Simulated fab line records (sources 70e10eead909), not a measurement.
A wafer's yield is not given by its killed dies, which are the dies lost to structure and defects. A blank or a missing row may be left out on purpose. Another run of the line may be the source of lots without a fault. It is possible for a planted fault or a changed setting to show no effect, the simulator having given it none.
Struck lot and sound lot, side by side / flow nand harc / 22 steps out of a route of 1159
Sound: the wafers L405.1, L405.5, L405.6. Struck: wafer L421.3. (L421.1, L421.6 of the same lot were not struck and are left out.) The cause comes at the end.
Each step with rows lists, per side, the tool, then ch with its chambers, then its first start. Under that, the readings that differ: sound wafers / struck wafers / difference of the means / sigmas: that difference in standard deviations of wafers without a fault.
alike: a reading whose means differ by less than 2 such deviations, as well as words and numbers matching on both sides. not compared: withheld readings; readings where some wafer has no value; bounds like >300 that might hide an equal value; numbers whose values overlap and for which the record gives no deviation.
A row with sigmas, a row that says differs or no value, or rows on one side alone: a step with any of these is where the two part. Numbers that don't overlap but have no deviation are shown without sigmas and don't part them. A reading that every wafer of one side lacks parts them only if that side has two wafers or more.

first, 1 step without rows for these wafers: NHARC_P_M1_SRD_25.
NHARC_P_M1_INSPECT_27:
  sound on defect inspect-01 at day 6 10:55; struck on defect inspect-02 at day 10 06:36
reading=raw defect count; sound=231 211 353; struck=734; difference=+469; sigmas=+4
NHARC_P_M1_PRE_CLEAN_32: time 12 s.
  sound on pecvd-03 ch 0,2, day 6 11:00; struck on pecvd-03 ch 0, day 10 07:05
  alike: heater power w, rf fwd power W
NHARC_P_M1_DEP_33: deposits SiCN, target thk 30 nm.
  sound on pecvd-03 ch 0,2, day 6 11:07; struck on pecvd-03 ch 0, day 10 07:10
  alike: chamber pressure Torr, heater power w, rf fwd power W
then, 7 steps without rows for these wafers: NHARC_P_M2_DEP_00 (deposits SiOC, target thk 182.5 nm); NHARC_P_M2_DEHYDRATE_01 (time 120 s); NHARC_P_M2_HMDS_02 (time 30 s); NHARC_P_M2_COAT_34 (time 65 s); NHARC_P_M2_COAT_03 (resist thk 90 nm); NHARC_P_M2_SOFTBAKE_04 (time 55 s); NHARC_P_M2_EBR_05.
NHARC_P_M2_EXPOSE_06: exposes mask P M2, target cd 170 nm.
  sound on arfi scanner-03 ch 0, day 6 12:11; struck on arfi scanner-03 ch 0, day 10 08:15
  alike: mask
then, 2 steps without rows for these wafers: NHARC_P_M2_PEB_07 (peb time 65 s); NHARC_P_M2_DEVELOP_08 (develop time 35 s).
NHARC_P_M2_CD_MEAS_09: target cd 170 nm.
  sound on cd sem-02 ch 0, day 6 12:19; struck on cd sem-02 ch 0, day 10 08:23
  alike: cd nm
NHARC_P_M2_OVL_MEAS_10: pitch 340 nm.
  sound on overlay-01 at day 6 12:25; struck on overlay-02 at day 10 08:29
  alike: overlay x nm, overlay y nm
NHARC_P_M2_INSPECT_11:
  sound on defect inspect-02 at day 6 12:26; struck on defect inspect-02 at day 10 08:31
reading=raw defect count; sound=6 4 3; struck=9; difference=+5; sigmas=+2
NHARC_P_M2_DESCUM_14: chemistry O2, time 3 s.
  sound on rie diel-06 ch 0,1,3, day 6 12:32; struck on rie diel-06 ch 3, day 10 08:34
  alike: drypump motor current A, mfc ar sccm, oes product au, rf vpp V, showerhead plenum p Torr, throttle valve pct
  not compared: rf hours counter h, model.P_M2.cd nm
NHARC_P_M2_ETCH_35: etches the open film in N2/H2, target depth 40 nm, overetch 12 nm, time 43.94 s.
  sound on rie diel-06 ch 0,1,3, day 6 12:36; struck on rie diel-06 ch 3, day 10 08:40
  alike: drypump motor current A, mfc ar sccm, oes product au, rf fwd power W, rf vpp V, showerhead plenum p Torr, throttle valve pct
  not compared: rf hours counter h
NHARC_P_M2_ETCH_15: etches the open film in C4F8/Ar, target depth 182.5 nm, time 91.2 s.
  sound on rie diel-06 ch 0,1,2; struck on rie diel-06 ch 0
reading=model.P_M2.cd nm (nm); sound=170.2 170.5 170.3; struck=170.8; difference=+0.5; sigmas=
  alike: oes product au, rf fwd power W, rf vpp V
  not compared: rf hours counter h
NHARC_P_M2_CD_MEAS_16:
  sound on cd sem-01 at day 6 12:49; struck on cd sem-03 at day 10 08:53
  alike: cd nm
-- jump in the record: it breaks off in module P_M2 and resumes in module END (first step shown: number 1159 of the route), and 13 days separate the struck wafers' starts before and after --
NHARC_END_SORT_01:
  sound on prober-02 ch 0, day 19 21:52; struck on prober-01 ch 0, day 23 15:04
reading=killed open; sound=7 2 2; struck=8; difference=+4; sigmas=+2
  alike: defect limited yield, killed at array, killed at other, killed at periphery, killed dies, killed short, sort_bin_2_pct, sort_bin_3_pct, sort_bin_4_pct, sort n pass, sort rim yield pct, sort yield pct

## WHERE THEY PART
Last at NHARC_END_SORT_01 as far as this record goes, first at NHARC_P_M1_INSPECT_27.

WHY: the cause the simulator had injected
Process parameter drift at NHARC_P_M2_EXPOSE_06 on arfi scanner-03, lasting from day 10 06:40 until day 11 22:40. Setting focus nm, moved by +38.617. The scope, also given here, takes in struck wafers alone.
